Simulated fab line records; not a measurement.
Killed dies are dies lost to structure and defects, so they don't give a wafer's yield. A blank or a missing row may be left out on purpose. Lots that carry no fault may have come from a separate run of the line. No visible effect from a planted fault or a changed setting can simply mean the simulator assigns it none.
The tool behind it: which one? + flow nand-harc + 36 wafers sampled from 12 lots at 1 step of a route of 1302

WHAT THE GAUGES SHOWED, per wafer
NHARC_P_M0_INSPECT_11.
| lot  | measured     | on                | raw-defect-count |
|------|--------------|-------------------|------------------|
| L075 | day 6 13:40  | defect-inspect-02 | 1 5 4            |
| L077 | day 7 12:13  | defect-inspect-02 | 3 8 1            |
| L079 | day 8 08:17  | defect-inspect-01 | 2 3 7            |
| L081 | day 9 00:59  | defect-inspect-02 | 3 0 5            |
| L083 | day 9 17:32  | defect-inspect-01 | 4 2 6            |
| L085 | day 10 18:31 | defect-inspect-01 | 5 1 5            |
| L087 | day 11 07:27 | defect-inspect-01 | 3 0 1            |
| L088 | day 12 05:17 | defect-inspect-01 | 2 0 5            |
| L092 | day 13 11:46 | defect-inspect-02 | 5 4 4            |
| L093 | day 14 01:08 | defect-inspect-01 | 2 6 6            |
| L095 | day 14 14:34 | defect-inspect-02 | 7 6 6            |
| L097 | day 15 12:59 | defect-inspect-02 | 5 5 2            |

TOOL THAT RAN EACH LOT (tool first, then ch and the chambers of the sampled wafers, then the start)
Before these readings, the record contains no process step.

THE ANSWER, worked out from the rows above alone
Rule: the usual values come from the lots themselves. Put in order of their means at a reading, lots are off if they are a third of the lots or fewer, leave a main group of 4 or more, and stand apart from it by a gap of 3 or more times the standard deviation of the main group's means; of several such gaps the widest counts. A main group is skipped when, at the precision printed for the reading in the tables above, its means are all equal. A lot without any number at a reading at which 4 lots or more have one is off too. All remaining lots with rows at the step are treated as sound.
Across all readings shown, no lot is off: no conclusion can be drawn from this.

WHAT WAS PUT IN BY THE SIMULATOR
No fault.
